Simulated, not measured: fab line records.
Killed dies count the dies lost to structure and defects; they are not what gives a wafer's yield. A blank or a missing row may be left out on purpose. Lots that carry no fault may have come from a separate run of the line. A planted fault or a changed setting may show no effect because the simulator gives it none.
Which of the tools did it? -- flow n5 finfet -- 8 lots, 21 wafers sampled, at 8 steps of a route of 1938

## WHAT THE GAUGES READ, wafer by wafer
N5_BEOL_M4_RC_MEAS_101. Usual: DIBL_N 36.0 mV/V, standard deviation 1.9; DIBL_P 35.6 mV/V, standard deviation 2.2; IOFF_N 0.15 nA/um, standard deviation 0.031; IOFF_P 0.19 nA/um, standard deviation 0.032; ION_N 668 uA/um, standard deviation 11; ION_P 455 uA/um, standard deviation 7.2; SS_N 71.5 mV/dec, standard deviation 0.65; SS_P 73.4 mV/dec, standard deviation 0.64; VT_N 251 mV, standard deviation 3.6; VT_P -253 mV, standard deviation 3.3.
lot,measured,on,DIBL_N (mV/V),DIBL_P (mV/V),IOFF_N (nA/um),IOFF_P (nA/um),ION_N (uA/um),ION_P (uA/um),SS_N (mV/dec),SS_P (mV/dec),VT_N (mV),VT_P (mV),flag
L103,day 11 01:13,prober-01,37.8 38.2 36.1,38.5 39.4 37.7,0.18 0.19 0.16,0.21 0.23 0.21,682 678 677,457 459 466,72.4 72.5 71.5,73.8 73.5 73.6,249 249 248,-252 -253 -252,
L105,day 11 08:01,prober-02,34.0 34.2 32.9,33.2 32.6 32.8,0.12 0.12 0.11,0.19 0.17 0.17,650 660 665,452 453 458,71.2 71.1 71.4,72.7 72.7 72.7,255 257 254,-251 -255 -254,
L109,day 13 07:22,prober-01,38.7 37.5 37.1,37.3 35.6 35.4,0.17 0.15 0.15,0.22 0.19 0.18,674 672 659,461 454 446,71.9 72.2 71.0,74.7 73.6 73.3,250 251 256,-250 -251 -255,
L110,day 13 16:12,prober-02,36.9 38.0,37.9 38.5,0.18 0.20,0.21 0.22,683 685,459 461,71.5 71.9,73.2 74.0,246 247,-253 -250,
L115,day 14 02:08,prober-02,38.8 38.1,38.4 37.0,0.18 0.17,0.24 0.20,674 671,462 458,72.7 71.4,74.6 73.9,248 250,-252 -253,
L117,day 14 10:26,prober-02,35.0 35.7 36.2,34.7 34.8 35.4,0.14 0.15 0.14,0.19 0.18 0.19,672 666 658,460 452 449,71.3 72.6 71.9,73.9 74.2 73.3,254 251 256,-254 -253 -252,
L114,day 14 11:08,prober-01,36.8 38.8,34.7 37.1,0.14 0.18,0.18 0.21,666 683,459 461,71.3 72.0,73.7 73.4,248 248,-253 -250,
L118,day 14 13:58,prober-02,38.4 35.8 36.5,38.5 34.8 36.0,0.20 0.15 0.17,0.25 0.20 0.22,679 679 675,460 463 465,72.8 71.7 72.1,73.9 73.3 74.1,247 251 250,-249 -251 -252,

N5_BEOL_M8_OCD_MEAS_38. Usual: trench depth nm reads 93.4 nm (standard deviation 1.8).
lot,measured,on,trench depth nm (nm),flag
L103,day 12 12:23,ocd-02,91.9 95.2 94.7,
L105,day 12 23:50,ocd-01,92.7 90.4 94.4,
L109,day 15 03:52,ocd-02,95.3 95.8 95.7,
L110,day 15 03:58,ocd-01,91.9 26.8,OFF
L115,day 15 10:34,ocd-02,21.5 15.9,OFF
L117,day 16 01:39,ocd-01,95.4 95.6 95.6,
L114,day 15 23:52,ocd-02,13.2 90.7,OFF
L118,day 16 07:45,ocd-01,93.7 95.7 95.3,

N5_BEOL_M8_THK_MEAS_53: measures by xrf. Usual: M8_THK gives 78.7 nm (standard deviation 2.2).
lot,measured,on,M8_THK (nm),flag
L103,day 12 16:07,film metro-01,76.7 78.4 79.1,
L105,day 13 02:08,film metro-01,78.3 76.9 79.3,
L109,day 15 06:44,film metro-01,80.9 81.2 79.6,
L110,day 15 07:00,film metro-01,77.1 -,
L115,day 15 12:51,film metro-01,- -,OFF
L117,day 16 04:26,film metro-02,82.5 82.5 83.2,
L114,day 16 02:49,film metro-02,- 77.9,
L118,day 16 11:18,film metro-02,80.3 81.9 81.4,

## WHICH TOOL RAN EACH LOT (tool, then ch and the chambers of the sampled wafers, then the start)
lot,N5_BEOL_M8_HM_DEP_02,N5_BEOL_M8_ETCH_62,N5_BEOL_M8_ETCH_65,N5_BEOL_M8_VIA_ETCH_34,N5_BEOL_M8_STRIP_36
L103,"pvd sputter-03, day 12 09:03","rie diel-01 ch 0,1,2, day 12 09:41","rie diel-04 ch 0,2,3, day 12 12:01","rie diel-04 ch 0,2,3, day 12 12:08","rie diel-04 ch 0,2,3, day 12 12:11"
L105,"pvd sputter-01, day 12 18:40","rie diel-01 ch 0,1,3, day 12 19:20","rie diel-01 ch 0,2,3, day 12 23:27","rie diel-01 ch 0,2,3, day 12 23:35","rie diel-01 ch 0,2,3, day 12 23:38"
L109,"pvd sputter-01, day 14 22:32","rie diel-04 ch 0,1,3, day 14 23:05","rie diel-04 ch 0,3, day 15 03:19","rie diel-04 ch 0,3, day 15 03:30","rie diel-04 ch 0,3, day 15 03:35"
L110,"pvd sputter-01, day 14 23:41","rie diel-01 ch 2,3, day 15 00:25","rie diel-01 ch 2,3, day 15 03:35","rie diel-01 ch 2,3, day 15 03:43","rie diel-01 ch 2,3, day 15 03:46"
L115,"pvd sputter-01, day 15 07:35","rie diel-06 ch 2,3, day 15 08:16","rie diel-01 ch 2,3, day 15 10:11","rie diel-01 ch 2,3, day 15 10:19","rie diel-01 ch 2,3, day 15 10:22"
L117,"pvd sputter-03, day 15 21:35","rie diel-04 ch 0,1, day 15 22:19","rie diel-04 ch 0,3, day 16 01:16","rie diel-04 ch 0,3, day 16 01:24","rie diel-04 ch 0,3, day 16 01:27"
L114,"pvd sputter-01, day 15 21:33","rie diel-01 ch 1,2, day 15 22:22","rie diel-01 ch 1,2, day 15 23:29","rie diel-01 ch 1,2, day 15 23:38","rie diel-01 ch 1,2, day 15 23:41"
L118,"pvd sputter-02, day 16 03:01","rie diel-01 ch 0,2, day 16 03:40","rie diel-04 ch 0,2,3, day 16 07:22","rie diel-04 ch 0,2,3, day 16 07:30","rie diel-04 ch 0,2,3, day 16 07:33"
- N5_BEOL_M8_HM_DEP_02: deposits TiN, target thk 20 nm.
- N5_BEOL_M8_ETCH_62: etches SOC in N2/H2, target depth 110 nm, overetch 22 nm, time 165 s.
- N5_BEOL_M8_ETCH_65: etches SiARC in CF4, target depth 15.6 nm, time 26 s.
- N5_BEOL_M8_VIA_ETCH_34: etches SiCOH lowk in C4F6/O2, target depth 125.5 nm, time 50.5 s.
- N5_BEOL_M8_STRIP_36: strips in N2/H2.

## WHAT THE TOOLS THEMSELVES READ (means of the sampled wafers that have a number; where no wafer has one, the mark that the record gives instead)
N5_BEOL_M8_HM_DEP_02. Usual: throttle valve pct reads 29.8 % (standard deviation 0.8).
lot,tool,throttle valve pct (%),flag
L103,pvd sputter-03,30.0,
L105,pvd sputter-01,30.1,
L109,pvd sputter-01,29.3,
L110,pvd sputter-01,29.2,
L115,pvd sputter-01,30.5,
L117,pvd sputter-03,30.4,
L114,pvd sputter-01,29.8,
L118,pvd sputter-02,29.6,

N5_BEOL_M8_ETCH_62. Usual: drypump motor current A 5.7 A, standard deviation 0.36; oes product au 0.69 a.u., standard deviation 0.06; rf vpp V 525.4 V, standard deviation 1.7; showerhead plenum p Torr 2.59 Torr, standard deviation 0.061; throttle valve pct 17.57 %, standard deviation 0.3.
lot,tool,drypump motor current A (A),oes product au (a.u.),rf vpp V (V),showerhead plenum p Torr (Torr),throttle valve pct (%),flag
L103,rie diel-01,5.7,0.66,526.8,2.66,17.63,
L105,rie diel-01,5.5,0.67,526.8,2.62,17.61,
L109,rie diel-04,5.9,0.67,524.8,2.58,17.64,
L110,rie diel-01,5.6,0.67,525.9,2.62,17.59,
L115,rie diel-06,5.3,0.75,526.2,2.65,17.43,
L117,rie diel-04,6.1,0.67,524.6,2.58,17.70,
L114,rie diel-01,5.7,0.73,525.8,2.62,17.59,
L118,rie diel-01,5.9,0.66,527.8,2.66,17.57,

N5_BEOL_M8_ETCH_65. Usual: value, then standard deviation, for each; drypump motor current A 5.6 A / 0.35; etch rf on time s 26.0 s / 0.59; mfc ar sccm 100.0 sccm / 0.33; oes product au 0.70 a.u. / 0.069; rf vpp V 184.5 V / 0.99; showerhead plenum p Torr 2.19 Torr / 0.046; throttle valve pct 15.38 % / 0.25.
lot,tool,drypump motor current A (A),etch rf on time s (s),mfc ar sccm (sccm),oes product au (a.u.),rf vpp V (V),showerhead plenum p Torr (Torr),throttle valve pct (%),flag
L103,rie diel-04,5.8,26.1,99.5,0.69,183.4,2.16,15.37,
L105,rie diel-01,5.7,25.9,100.2,0.70,186.3,2.22,15.29,
L109,rie diel-04,5.7,25.7,100.2,0.71,184.1,2.18,15.24,
L110,rie diel-01,5.6,25.9,100.2,0.68,185.0,2.20,15.38,
L115,rie diel-01,5.6,25.8,100.0,0.68,185.1,2.20,15.40,
L117,rie diel-04,5.7,25.7,99.9,0.70,183.8,2.17,15.25,
L114,rie diel-01,5.6,26.2,99.7,0.73,185.4,2.21,15.40,
L118,rie diel-04,5.8,26.0,100.0,0.74,184.2,2.15,15.26,

N5_BEOL_M8_VIA_ETCH_34. Usual: drypump motor current A 5.6 A, standard deviation 0.35; mfc ar sccm 300.0 sccm, standard deviation 0.87; oes_f_703_au 0.82 a.u., standard deviation 0.076; oes_o_777_au 0.82 a.u., standard deviation 0.075; oes product au 0.82 a.u., standard deviation 0.08; rf vpp V 664 V, standard deviation 16; showerhead plenum p Torr 2.91 Torr, standard deviation 0.065; throttle valve pct 20.66 %, standard deviation 0.27.
lot,tool,drypump motor current A (A),mfc ar sccm (sccm),oes_f_703_au (a.u.),oes_o_777_au (a.u.),oes product au (a.u.),rf vpp V (V),showerhead plenum p Torr (Torr),throttle valve pct (%),flag
L103,rie diel-04,5.8,300.5,0.80,0.82,0.82,682,2.87,20.64,
L105,rie diel-01,5.7,300.3,0.82,0.82,0.82,654,2.96,20.58,
L109,rie diel-04,5.7,299.4,0.82,0.84,0.84,692,2.89,20.50,
L110,rie diel-01,5.6,299.7,0.80,0.80,0.60,648,2.92,20.59,
L115,rie diel-01,5.6,299.7,0.80,0.80,0.39,648,2.92,20.52,OFF
L117,rie diel-04,5.7,300.3,0.81,0.83,0.82,691,2.88,20.50,
L114,rie diel-01,5.6,300.4,0.85,0.85,0.59,660,2.93,20.59,
L118,rie diel-04,5.8,299.4,0.85,0.87,0.87,682,2.86,20.56,

N5_BEOL_M8_STRIP_36. Usual: drypump motor current A 5.6 A, standard deviation 0.35; oes product au 0.83 a.u., standard deviation 0.079; rf vpp V 59.4 V, standard deviation 1.4; showerhead plenum p Torr 2.59 Torr, standard deviation 0.065; throttle valve pct 23.32 %, standard deviation 0.25.
lot,tool,drypump motor current A (A),oes product au (a.u.),rf vpp V (V),showerhead plenum p Torr (Torr),throttle valve pct (%),flag
L103,rie diel-04,5.8,0.82,59.1,2.54,23.37,
L105,rie diel-01,5.7,0.82,59.7,2.64,23.26,
L109,rie diel-04,5.7,0.83,58.6,2.56,23.13,
L110,rie diel-01,5.6,0.79,58.6,2.61,23.32,
L115,rie diel-01,5.6,0.78,58.5,2.61,23.34,
L117,rie diel-04,5.7,0.83,59.3,2.55,23.15,
L114,rie diel-01,5.7,0.86,59.2,2.62,23.36,
L118,rie diel-04,5.9,0.87,59.8,2.53,23.29,

## THE ANSWER, worked out from the rows above alone
Rule: a lot is off if the mean of its wafers that have a number lies more than 3 standard deviations from the usual mean. A lot without any number at a reading at which 4 lots or more have one is off too. Any other lot the step has rows for is counted as sound. After the gauges, taken in route order, come the tools' own readings; for these a lot's mean is taken, as printed above. At the first step where some lot is off, the reading lying furthest off is the one used; lots without a number count as furthest.
Off, at N5_BEOL_M8_OCD_MEAS_38 on trench depth nm: L110, L115, L114.
A tool fits if, at a process step before that reading, it ran every lot that is off, and no sound lot after the first of them. The gauges at N5_BEOL_M8_OCD_MEAS_38 are tried like those tools. This does not decide it: 2 tools fit, namely pvd sputter-01 at N5_BEOL_M8_HM_DEP_02 and rie diel-01 at N5_BEOL_M8_ETCH_65 and N5_BEOL_M8_VIA_ETCH_34 and N5_BEOL_M8_STRIP_36.

## WHAT HAD BEEN PUT IN BY THE SIMULATOR
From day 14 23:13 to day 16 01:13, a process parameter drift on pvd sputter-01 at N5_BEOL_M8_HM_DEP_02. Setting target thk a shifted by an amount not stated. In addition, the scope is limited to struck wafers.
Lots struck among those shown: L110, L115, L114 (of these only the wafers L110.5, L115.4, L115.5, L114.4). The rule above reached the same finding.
